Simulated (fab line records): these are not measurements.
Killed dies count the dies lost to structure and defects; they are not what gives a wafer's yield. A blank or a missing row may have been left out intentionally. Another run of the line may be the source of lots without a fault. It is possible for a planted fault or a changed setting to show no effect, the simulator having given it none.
Chamber matching :: flow n5 finfet :: N5_BEOL_M3_CMP_52 on cmp-01 has 4 sister chambers
The step polishes, stops on SiOC, t overpolish 6.8 s, target thk 40 nm. 8 wafers are shown with their chamber, then 10 later ones without.

EACH WAFER AND ITS CHAMBER
wafer: L077.2
chamber: 0
motor current A (A): 6.0
time to endpoint s (s): 70

wafer: L081.2
chamber: 0
motor current A (A): 6.2
time to endpoint s (s): 67

wafer: L081.4
chamber: 2
motor current A (A): 5.8
time to endpoint s (s): 64

wafer: L085.1
chamber: 3
motor current A (A): 5.2
time to endpoint s (s): 65

wafer: L085.2
chamber: 1
motor current A (A): 6.8
time to endpoint s (s): 68

wafer: L085.4
chamber: 2
motor current A (A): 5.9
time to endpoint s (s): 62

wafer: L083.2
chamber: 3
motor current A (A): 5.6
time to endpoint s (s): 64

wafer: L083.5
chamber: 1
motor current A (A): 6.2
time to endpoint s (s): 63

WAFERS WITHOUT THEIR CHAMBER
wafer: L083.6
motor current A (A): 6.0
time to endpoint s (s): 66

wafer: L088.3
motor current A (A): 6.8
time to endpoint s (s): 59

wafer: L088.4
motor current A (A): 6.1
time to endpoint s (s): 64

wafer: L088.6
motor current A (A): 5.6
time to endpoint s (s): 57

wafer: L093.1
motor current A (A): 5.8
time to endpoint s (s): 64

wafer: L093.2
motor current A (A): 6.0
time to endpoint s (s): 60

wafer: L093.5
motor current A (A): 5.5
time to endpoint s (s): 62

wafer: L094.1
motor current A (A): 6.1
time to endpoint s (s): 65

wafer: L094.4
motor current A (A): 5.8
time to endpoint s (s): 61

wafer: L094.6
motor current A (A): 6.8
time to endpoint s (s): 62

WHICH CHAMBER EACH ONE RAN IN
wafer: L083.6
from the rows above: can't be placed: 0 or 2 or 1 or 3
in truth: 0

wafer: L088.3
from the rows above: can't be placed: 1 or 2 or 0
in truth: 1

wafer: L088.4
from the rows above: can't be placed: 2 or 1 or 0 or 3
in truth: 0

wafer: L088.6
from the rows above: can't be placed: 2 or 3
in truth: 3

wafer: L093.1
from the rows above: can't be placed: 2 or 3 or 0
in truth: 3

wafer: L093.2
from the rows above: can't be placed: 2 or 3 or 1
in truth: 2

wafer: L093.5
from the rows above: can't be placed: 3 or 2
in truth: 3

wafer: L094.1
from the rows above: can't be placed: 2 or 1 or 0 or 3
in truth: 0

wafer: L094.4
from the rows above: can't be placed: 2 or 3
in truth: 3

wafer: L094.6
from the rows above: can't be placed: 1 or 2 or 0
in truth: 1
Correct placement for 0 of the 10. These rows do not allow placing 10 (true chamber among the candidates in 10). Placed wrongly: 0.
How it was worked out, from the rows above alone: a wafer's distance from a chamber is the root of the sum, over the readings, of the square of ((its reading less the chamber's mean) divided by the reading's scatter). The wafer belongs to the nearest chamber; if the next one is less than 2 further off, it can't be placed. For every chamber, the mean is computed from those of its wafers that are shown. The scatter: take each reading less its chamber's mean, square it, sum over the shown wafers, divide by the number of wafers less the number of chambers, and take the root.
